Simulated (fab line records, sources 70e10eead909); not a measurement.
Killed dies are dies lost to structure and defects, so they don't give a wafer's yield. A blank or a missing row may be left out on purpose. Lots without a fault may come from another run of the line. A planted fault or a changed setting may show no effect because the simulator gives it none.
Tool commonality check | flow nand_harc | 2 lots, 6 wafers sampled

WHY IT WAS OPENED
At NHARC_END_SORT_01 the reading killed_dies is flagged on 2 of 2 lots. Wafers without a fault read 60, standard deviation 19.
Rule: a lot is flagged when every wafer of it that has a number lies more than 4 standard deviations from that mean, or none has a number. The other lots count as sound.

lot  | measured     | on        | killed_dies, wafer by wafer | flag
L843 | day 28 15:43 | prober-01 | 677 677 677                 | FLAGGED
L844 | day 29 11:46 | prober-02 | 677 677 677                 | FLAGGED
The numbers of the flagged lots are 677 on average: +617 against the usual, or +32 standard deviations.

WHICH TOOL RAN EACH LOT
The record holds 4 process steps before the reading, out of a route of 1302 steps. In each cell: the tool, then ch and the chambers that the sampled wafers went through, then the start.
lot  | flag    | NHARC_A_SLIT_ETCH_26             | NHARC_A_WL_FILL_ETCHBACK_05     | NHARC_A_WL_FILL_STRIP_27             | NHARC_A_WL_FILL_ETCHBACK_16
L843 | FLAGGED | har_etch-01 ch 1, day 24 05:18   | rie_metal-03 ch 0, day 24 15:01 | plasma_asher-02 ch 0,1, day 24 15:08 | rie_diel-03 ch 0,2, day 25 04:04
L844 | FLAGGED | har_etch-02 ch 0,1, day 25 00:40 | rie_metal-01 ch 0, day 25 11:51 | plasma_asher-02 ch 0,1, day 25 11:59 | rie_diel-03 ch 0,1,3, day 25 22:01
What these steps do:
- NHARC_A_SLIT_ETCH_26: etches the open film in C4F8/O2/Ar, time 90 s, target depth 400 nm.
- NHARC_A_WL_FILL_ETCHBACK_05: etches the open film in Cl2/BCl3, target depth 22 nm, time 60 s.
- NHARC_A_WL_FILL_STRIP_27: strips in N2/H2, time 20 s.
- NHARC_A_WL_FILL_ETCHBACK_16: etches the open film in C4F8/O2/Ar, target depth 120 nm, time 24 s.
- NHARC_END_SORT_01

FLAGGED OVER TOTAL, TOOL BY TOOL (the gauges that took the reading come last)
step                        | tool            | lots run | flagged | share of the flagged lots | sound lots run after its first flagged lot
NHARC_A_SLIT_ETCH_26        | har_etch-01     | 1        | 1       | some                      | 0
NHARC_A_SLIT_ETCH_26        | har_etch-02     | 1        | 1       | some                      | 0
NHARC_A_WL_FILL_ETCHBACK_05 | rie_metal-01    | 1        | 1       | some                      | 0
NHARC_A_WL_FILL_ETCHBACK_05 | rie_metal-03    | 1        | 1       | some                      | 0
NHARC_A_WL_FILL_STRIP_27    | plasma_asher-02 | 2        | 2       | all                       | 0
NHARC_A_WL_FILL_ETCHBACK_16 | rie_diel-03     | 2        | 2       | all                       | 0
NHARC_END_SORT_01           | prober-01       | 1        | 1       | some                      | 0
NHARC_END_SORT_01           | prober-02       | 1        | 1       | some                      | 0

WHAT THE TABLE ALLOWS
2 rows of the table ran every flagged lot: plasma_asher-02 at NHARC_A_WL_FILL_STRIP_27, rie_diel-03 at NHARC_A_WL_FILL_ETCHBACK_16.
- plasma_asher-02 at NHARC_A_WL_FILL_STRIP_27: 2 of its 2 lots flagged. It ran no sound lot before its first flagged lot in this sample, so the start can't be narrowed down.
- rie_diel-03 at NHARC_A_WL_FILL_ETCHBACK_16: 2 of its 2 lots flagged. It ran no sound lot before its first flagged lot in this sample, so the start can't be narrowed down. Its own readings lie more than 4 standard deviations out on every wafer of the flagged lots: run_length_s.
Counting lots can't tell these 2 tools apart, because each fits a fault that began at some hour. More lots, or a look at what each step does to the wafer, might.

WHAT THE SIMULATOR HAD PUT IN
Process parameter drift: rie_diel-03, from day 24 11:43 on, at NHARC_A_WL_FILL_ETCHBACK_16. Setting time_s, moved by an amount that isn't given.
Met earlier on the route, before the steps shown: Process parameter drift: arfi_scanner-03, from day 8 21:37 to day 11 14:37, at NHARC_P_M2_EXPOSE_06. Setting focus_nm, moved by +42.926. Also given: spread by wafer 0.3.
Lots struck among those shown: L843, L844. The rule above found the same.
